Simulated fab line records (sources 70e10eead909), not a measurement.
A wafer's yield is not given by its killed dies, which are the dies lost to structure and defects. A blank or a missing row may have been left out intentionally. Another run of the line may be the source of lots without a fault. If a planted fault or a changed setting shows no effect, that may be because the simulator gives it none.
Matching of chambers :: flow nandHarc :: 4 sister chambers for NHARC_A_CHANNEL_FILL_D2_ALD_16 on aldHk-04
The step deposits SiO2, target thk 1.5 nm, pulse time 10 s, ald cycles 15. 4 wafers are shown with their chamber, then 7 later ones without.

WAFERS, EACH WITH ITS CHAMBER
wafer: L607.6
chamber: 0
heaterPowerOuterW (W): 280

wafer: L612.3
chamber: 3
heaterPowerOuterW (W): 239

wafer: L615.1
chamber: 2
heaterPowerOuterW (W): 243

wafer: L615.4
chamber: 1
heaterPowerOuterW (W): 320

WAFERS WITHOUT THEIR CHAMBER
wafer: L615.6
heaterPowerOuterW (W): 312

wafer: L619.3
heaterPowerOuterW (W): 316

wafer: L619.4
heaterPowerOuterW (W): 265

wafer: L619.5
heaterPowerOuterW (W): 256

wafer: L626.4
heaterPowerOuterW (W): 228

wafer: L626.5
heaterPowerOuterW (W): 318

wafer: L626.6
heaterPowerOuterW (W): 274

CHAMBER TAKEN BY EACH
wafer: L615.6
from the rows above: 1
in truth: 1

wafer: L619.3
from the rows above: 1
in truth: 1

wafer: L619.4
from the rows above: can't be placed: 0 or 2 or 3
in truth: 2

wafer: L619.5
from the rows above: can't be placed: 2 or 3 or 0
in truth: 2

wafer: L626.4
from the rows above: can't be placed: 3 or 2
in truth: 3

wafer: L626.5
from the rows above: 1
in truth: 1

wafer: L626.6
from the rows above: 0
in truth: 0
4 of 7 placed correctly. Unplaceable from these rows: 3, with the true chamber sitting among the candidates in 3. Number placed wrongly: 0.
How it was worked out, from the rows above alone: a wafer's distance from a chamber is the root of the sum, over the readings, of the square of ((its reading less the chamber's mean) divided by the reading's scatter). The wafer belongs to the nearest chamber; if the next one is less than 2 further off, it can't be placed. For every chamber, the mean is computed from those of its wafers that are shown. The scatter: with one shown wafer a chamber, the root of the mean of the squares of how far each hidden wafer lies from its nearest shown one.
